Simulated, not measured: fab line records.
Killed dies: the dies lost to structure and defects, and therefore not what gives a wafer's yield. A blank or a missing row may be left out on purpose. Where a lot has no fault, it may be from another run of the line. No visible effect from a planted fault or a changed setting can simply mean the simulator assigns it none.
A struck lot beside a sound one | flow n5Finfet | 36 out of 1938 route steps
Sound: wafers L235.2, L235.5, L235.6. Wafers L243.1, L243.5, L243.6 were the ones struck. The cause comes at the end.
At each step with rows: each side's tool, then ch and its chambers, then its first start. Under that, the readings that differ: sound wafers | struck wafers | difference of the means | sigmas: that difference in standard deviations of wafers without a fault.
alike: readings whose means differ by less than 2 such deviations, and words and numbers that are the same on both sides. not compared: withheld readings, readings that some wafer has no value for, bounds like >300 that may hide the same value, and numbers for which the record gives no deviation and whose values overlap.
Wherever a step has rows on one side only, a row that says differs or no value, or a row with sigmas, the two part there. When numbers do not overlap yet have no deviation, they are printed without sigmas and do not part them. A reading missing from all wafers of one side parts the sides only when that side holds two or more wafers.

first, 9 steps without rows for these wafers: N5_WELL_APT_COAT_02 (resist thk 950 nm); N5_WELL_APT_EBR_04; N5_WELL_APT_SOFTBAKE_03 (time 60 s); N5_WELL_APT_EXPOSE_05 (exposes mask NWELL, defocus 0 nm, target cd 200 nm); N5_WELL_APT_PEB_06 (peb time 90 s); N5_WELL_APT_DEVELOP_07 (develop time 45 s); N5_WELL_APT_HARDBAKE_12 (time 120 s); N5_WELL_APT_DESCUM_13 (chemistry O2, time 7.9 s); N5_WELL_APT_IMPLANT_14.
N5_WELL_APT_IMPLANT_15:
  sound on implanter-02 ch 0, day 4 02:37; struck on implanter-02 ch 0, day 6 01:58
reading          | sound                            | struck                           | difference  | sigmas
doseIonsCm2      | 1.4993e+13 1.5001e+13 1.4982e+13 | 2.4987e+13 2.5007e+13 2.5018e+13 | +1.0012e+13 | +99 or more
faradayCurrentUA | 188 184 195                      | 324 317 313                      | +129        | +35
then, 25 steps without rows for these wafers: N5_WELL_APT_STRIP_16 (strips in SPM, time 900 s); N5_WELL_APT_HMDS_18 (time 60 s); N5_WELL_APT_COAT_19 (resist thk 950 nm); N5_WELL_APT_EBR_21; N5_WELL_APT_SOFTBAKE_20 (time 60 s); N5_WELL_APT_EXPOSE_22 (exposes mask PWELL, defocus 0 nm, target cd 200 nm); N5_WELL_APT_PEB_23 (peb time 90 s); N5_WELL_APT_DEVELOP_24 (develop time 45 s); N5_WELL_APT_HARDBAKE_29 (time 120 s); N5_WELL_APT_DESCUM_30 (chemistry O2, time 7.9 s); N5_WELL_APT_IMPLANT_31; N5_WELL_APT_IMPLANT_32; N5_WELL_APT_STRIP_33 (strips in SPM, time 900 s); N5_WELL_APT_RTA_34 (time 10 s); N5_WELL_APT_OXIDE_STRIP_42 (strips SiO2 in dHF, time 45 s, target depth 12 nm); N5_WELL_APT_PRECLEAN_36 (cleans in O3/DIW, time 45 s); N5_WELL_APT_PRECLEAN_39 (cleans in dHF, time 60 s); N5_WELL_APT_SRD_37 (time 30 s); N5_WELL_APT_EPI_41 (deposits Si from SiH4/H2, target thk 50 nm, time 297.7 s); N5_PMOS_HMC_CHANNEL_EPI_HM_DEP_34 (deposits SiO2 from TEOS/O2, target thk 36 nm, time 6.9 s); N5_PMOS_HMC_CHANNEL_EPI_COAT_31 (time 60 s, resist thk 66 nm); N5_PMOS_HMC_CHANNEL_EPI_COAT_03 (resist thk 205 nm); N5_PMOS_HMC_CHANNEL_EPI_EBR_05; N5_PMOS_HMC_CHANNEL_EPI_SOFTBAKE_04 (time 60 s); N5_PMOS_HMC_CHANNEL_EPI_EXPOSE_06 (exposes mask PMOS HMC BLK, target cd 240 nm).
-- a jump in the record: the struck wafers' starts before and after are 6 days apart (it breaks off in module PMOS_HMC_CHANNEL_EPI and resumes in module BEOL_M4, where the first step shown is number 1111 of the route) --
N5_BEOL_M4_RC_MEAS_101:
  sound on prober-01 ch 0, day 10 21:40; struck on prober-01 ch 0, day 12 10:23
reading             | sound                      | struck                    | difference | sigmas
CJ_P                | 5.85 5.93 5.74             | 7.54 7.43 6.81            | +1.42      | +6
IOFF_P_LONG (nA/um) | 0.000109 0.000116 0.000107 | 0.000145 0.00014 0.000116 | +0.000023  | +3
  alike: DIBL_N, DIBL_P, IOFF_N, IOFF_P, ION_N, ION_P, SS_N, SS_P, VT_N, VT_P

WHERE THEY PART
Earliest at N5_WELL_APT_IMPLANT_15; latest, in this record, at N5_BEOL_M4_RC_MEAS_101.

WHY: whatever the simulator had introduced
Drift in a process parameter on implanter-02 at N5_WELL_APT_IMPLANT_15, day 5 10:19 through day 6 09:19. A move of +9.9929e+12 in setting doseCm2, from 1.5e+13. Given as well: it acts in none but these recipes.
